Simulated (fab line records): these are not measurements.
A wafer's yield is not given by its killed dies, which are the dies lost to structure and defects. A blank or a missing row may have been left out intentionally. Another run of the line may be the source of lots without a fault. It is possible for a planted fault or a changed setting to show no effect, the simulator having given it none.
Chamber matching / flow nand_harc / NHARC_THIN_TSV_DESCUM_14 on rie_diel-05 has 4 sister chambers
The step chemistry O2, time 3 s. 8 wafers are shown with their chamber, then 8 later ones without.

## WAFERS PAIRED WITH THEIR CHAMBERS
wafer=L992.1; chamber=2; showerhead_plenum_p_Torr (Torr)=1.80; drypump_motor_current_A (A)=6.1
wafer=L995.3; chamber=0; showerhead_plenum_p_Torr (Torr)=2.05; drypump_motor_current_A (A)=6.1
wafer=L996.1; chamber=0; showerhead_plenum_p_Torr (Torr)=2.05; drypump_motor_current_A (A)=6.1
wafer=L996.3; chamber=2; showerhead_plenum_p_Torr (Torr)=1.80; drypump_motor_current_A (A)=6.1
wafer=L998.2; chamber=3; showerhead_plenum_p_Torr (Torr)=1.82; drypump_motor_current_A (A)=5.7
wafer=L998.3; chamber=1; showerhead_plenum_p_Torr (Torr)=1.92; drypump_motor_current_A (A)=6.7
wafer=L998.6; chamber=1; showerhead_plenum_p_Torr (Torr)=1.92; drypump_motor_current_A (A)=6.8
wafer=L106.1; chamber=3; showerhead_plenum_p_Torr (Torr)=1.81; drypump_motor_current_A (A)=5.7

## WAFERS MISSING THEIR CHAMBER
wafer=L106.3; showerhead_plenum_p_Torr (Torr)=1.92; drypump_motor_current_A (A)=6.7
wafer=L106.5; showerhead_plenum_p_Torr (Torr)=1.80; drypump_motor_current_A (A)=6.1
wafer=L107.1; showerhead_plenum_p_Torr (Torr)=2.05; drypump_motor_current_A (A)=6.0
wafer=L107.2; showerhead_plenum_p_Torr (Torr)=1.81; drypump_motor_current_A (A)=5.8
wafer=L107.4; showerhead_plenum_p_Torr (Torr)=1.92; drypump_motor_current_A (A)=6.8
wafer=L111.1; showerhead_plenum_p_Torr (Torr)=1.81; drypump_motor_current_A (A)=5.8
wafer=L111.3; showerhead_plenum_p_Torr (Torr)=1.80; drypump_motor_current_A (A)=6.1
wafer=L111.4; showerhead_plenum_p_Torr (Torr)=2.05; drypump_motor_current_A (A)=6.1

## THE CHAMBER EACH PASSED THROUGH
wafer=L106.3; from the rows above=1; in truth=1
wafer=L106.5; from the rows above=2; in truth=2
wafer=L107.1; from the rows above=0; in truth=0
wafer=L107.2; from the rows above=3; in truth=3
wafer=L107.4; from the rows above=1; in truth=1
wafer=L111.1; from the rows above=3; in truth=3
wafer=L111.3; from the rows above=2; in truth=2
wafer=L111.4; from the rows above=0; in truth=0
Correct placement for 8 of the 8. From these rows, 0 cannot be placed. Wrongly placed: 0.
How it was worked out, from the rows above alone: a wafer's distance from a chamber is the root of the sum, over the readings, of the square of ((its reading less the chamber's mean) divided by the reading's scatter). The wafer belongs to the nearest chamber; if the next one is less than 2 further off, it can't be placed. The mean given for a chamber averages the wafers shown for that chamber. The scatter: the root of (the sum of the squares of (reading less its chamber's mean) over the shown wafers, divided by (wafers less chambers)).
